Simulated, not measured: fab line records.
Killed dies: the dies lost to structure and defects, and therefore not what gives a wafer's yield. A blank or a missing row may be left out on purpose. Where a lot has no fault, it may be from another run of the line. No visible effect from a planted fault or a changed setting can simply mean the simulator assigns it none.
What tool caused it? / flow nand harc / 36 wafers from 12 lots sampled at 6 of the route's 1302 steps

== WHAT EACH GAUGE READ, for each wafer ==
NHARC_A_CONTACT_INSPECT_23.
lot=L075; measured=day 22 20:31; on=defect inspect-01; raw defect count=523 627 582
lot=L078; measured=day 23 08:43; on=defect inspect-01; raw defect count=551 796 474
lot=L080; measured=day 24 19:50; on=defect inspect-02; raw defect count=433 426 399
lot=L081; measured=day 25 07:44; on=defect inspect-02; raw defect count=496 617 404
lot=L084; measured=day 26 09:59; on=defect inspect-01; raw defect count=552 555 614
lot=L086; measured=day 26 21:46; on=defect inspect-02; raw defect count=418 506 592
lot=L088; measured=day 28 05:56; on=defect inspect-01; raw defect count=492 468 543
lot=L087; measured=day 28 13:31; on=defect inspect-01; raw defect count=377 523 434
lot=L091; measured=day 28 19:37; on=defect inspect-02; raw defect count=598 580 468
lot=L092; measured=day 30 16:17; on=defect inspect-01; raw defect count=518 400 324
lot=L095; measured=day 31 07:05; on=defect inspect-02; raw defect count=404 500 488
lot=L097; measured=day 32 00:38; on=defect inspect-01; raw defect count=422 542 450

== WHAT TOOL EACH LOT RAN ON (gives the tool, then ch and the chambers of the sampled wafers, and finally the start) ==
lot=L075; NHARC_A_CONTACT_ETCH_78=rie diel-10 ch 1,2, day 22 08:52 or earlier; NHARC_A_CONTACT_ETCH_125=har cap etch-03 ch 0,1, day 22 08:52; NHARC_A_CONTACT_DEP_84=acl dep-02 ch 0, day 22 12:14; NHARC_A_CONTACT_DEP_85=pecvd-01 ch 0,1,2, day 22 13:59; NHARC_A_CONTACT_ETCH_92=rie diel-12 ch 0,2, day 22 17:53
lot=L078; NHARC_A_CONTACT_ETCH_78=rie diel-12 ch 0,1,2, day 22 20:22 or earlier; NHARC_A_CONTACT_ETCH_125=har cap etch-02 ch 0,1, day 22 20:22; NHARC_A_CONTACT_DEP_84=acl dep-01 ch 0, day 23 00:27; NHARC_A_CONTACT_DEP_85=pecvd-02 ch 1,2, day 23 02:12; NHARC_A_CONTACT_ETCH_92=rie diel-12 ch 0,2,3, day 23 06:05
lot=L080; NHARC_A_CONTACT_ETCH_78=rie diel-12 ch 0,1,2, day 24 05:16 or earlier; NHARC_A_CONTACT_ETCH_125=har cap etch-02 ch 1, day 24 05:16; NHARC_A_CONTACT_DEP_84=acl dep-03 ch 0, day 24 11:44; NHARC_A_CONTACT_DEP_85=pecvd-02 ch 0,1, day 24 13:12; NHARC_A_CONTACT_ETCH_92=rie diel-10 ch 1,2, day 24 17:11
lot=L081; NHARC_A_CONTACT_ETCH_78=rie diel-05 ch 0,1,2, day 24 19:25 or earlier; NHARC_A_CONTACT_ETCH_125=har cap etch-02 ch 0,1, day 24 19:25; NHARC_A_CONTACT_DEP_84=acl dep-02 ch 0, day 24 23:47; NHARC_A_CONTACT_DEP_85=pecvd-03 ch 0,2, day 25 01:00; NHARC_A_CONTACT_ETCH_92=rie diel-12 ch 0,3, day 25 04:56
lot=L084; NHARC_A_CONTACT_ETCH_78=rie diel-12 ch 0,2,3, day 25 19:07 or earlier; NHARC_A_CONTACT_ETCH_125=har cap etch-01 ch 0,1, day 25 19:07; NHARC_A_CONTACT_DEP_84=acl dep-03 ch 0, day 26 01:49; NHARC_A_CONTACT_DEP_85=pecvd-03 ch 0,2, day 26 03:38; NHARC_A_CONTACT_ETCH_92=rie diel-12 ch 0,2,3, day 26 07:22
lot=L086; NHARC_A_CONTACT_ETCH_78=rie diel-10 ch 0,2,3, day 26 09:46 or earlier; NHARC_A_CONTACT_ETCH_125=har cap etch-03 ch 0,1, day 26 09:46; NHARC_A_CONTACT_DEP_84=acl dep-01 ch 0, day 26 13:34; NHARC_A_CONTACT_DEP_85=pecvd-03 ch 1,2, day 26 15:17; NHARC_A_CONTACT_ETCH_92=rie diel-12 ch 1,2,3, day 26 19:08
lot=L088; NHARC_A_CONTACT_ETCH_78=rie diel-10 ch 1,3, day 27 13:22 or earlier; NHARC_A_CONTACT_ETCH_125=har cap etch-02 ch 0,1, day 27 13:22; NHARC_A_CONTACT_DEP_84=acl dep-01 ch 0, day 27 21:38; NHARC_A_CONTACT_DEP_85=pecvd-01 ch 0,1,2, day 27 23:25; NHARC_A_CONTACT_ETCH_92=rie diel-12 ch 0,3, day 28 03:16
lot=L087; NHARC_A_CONTACT_ETCH_78=rie diel-05 ch 1,2,3, day 27 20:54 or earlier; NHARC_A_CONTACT_ETCH_125=har cap etch-03 ch 0,1, day 27 20:54; NHARC_A_CONTACT_DEP_84=acl dep-02 ch 0, day 28 05:21; NHARC_A_CONTACT_DEP_85=pecvd-03 ch 0,1,2, day 28 06:33; NHARC_A_CONTACT_ETCH_92=rie diel-12 ch 1,2,3, day 28 10:52
lot=L091; NHARC_A_CONTACT_ETCH_78=rie diel-10 ch 1,2,3, day 28 07:51 or earlier; NHARC_A_CONTACT_ETCH_125=har cap etch-01 ch 0,1, day 28 07:51; NHARC_A_CONTACT_DEP_84=acl dep-03 ch 0, day 28 11:11; NHARC_A_CONTACT_DEP_85=pecvd-02 ch 1,2, day 28 13:01; NHARC_A_CONTACT_ETCH_92=rie diel-12 ch 1,2,3, day 28 16:57
lot=L092; NHARC_A_CONTACT_ETCH_78=rie diel-05 ch 0,1,2, day 30 01:47 or earlier; NHARC_A_CONTACT_ETCH_125=har cap etch-03 ch 0,1, day 30 01:47; NHARC_A_CONTACT_DEP_84=acl dep-02 ch 0, day 30 07:40; NHARC_A_CONTACT_DEP_85=pecvd-01 ch 0,1, day 30 09:28; NHARC_A_CONTACT_ETCH_92=rie diel-12 ch 0,1,2, day 30 13:33
lot=L095; NHARC_A_CONTACT_ETCH_78=rie diel-12 ch 0,1,2, day 30 17:03 or earlier; NHARC_A_CONTACT_ETCH_125=har cap etch-03 ch 1, day 30 17:03; NHARC_A_CONTACT_DEP_84=acl dep-03 ch 0, day 30 23:06; NHARC_A_CONTACT_DEP_85=pecvd-01 ch 0,1, day 31 00:37; NHARC_A_CONTACT_ETCH_92=rie diel-12 ch 0,1,3, day 31 04:28
lot=L097; NHARC_A_CONTACT_ETCH_78=rie diel-12 ch 1,2, day 31 11:39 or earlier; NHARC_A_CONTACT_ETCH_125=har cap etch-01 ch 0,1, day 31 11:39; NHARC_A_CONTACT_DEP_84=acl dep-03 ch 0, day 31 16:20; NHARC_A_CONTACT_DEP_85=pecvd-02 ch 1,2, day 31 18:08; NHARC_A_CONTACT_ETCH_92=rie diel-12 ch 1,3, day 31 21:59
- NHARC_A_CONTACT_ETCH_78: etches the open film in O2/COS, target depth 5300 nm, time 1378 s.
- NHARC_A_CONTACT_ETCH_125: etches the open film in C4F8/O2/Ar, time 197 s, target depth 1918 nm.
- NHARC_A_CONTACT_DEP_84: deposits aC, target thk 2800 nm.
- NHARC_A_CONTACT_DEP_85: deposits SiON, target thk 60 nm.
- NHARC_A_CONTACT_ETCH_92: etches the open film in CH3F/O2, target depth 40 nm, time 85.7 s.

== THE ANSWER, worked out from the rows above alone ==
Rule: the usual values come from the lots themselves. The widest of any qualifying gaps counts: lots, ordered by their means at a reading, are off when they make up no more than a third of the lots, leave a main group of 4 or more, and stand apart from it by 3 or more times the standard deviation of that group's means. If all means in a main group match to the digits the tables above print for the reading, that group is not used. Also off: a lot with no number at a reading for which 4 or more lots have one. Any other lot the step has rows for is counted as sound.
No lot is off at any reading shown: from this, nothing can be told.

== WHAT THE SIMULATOR PUT IN ==
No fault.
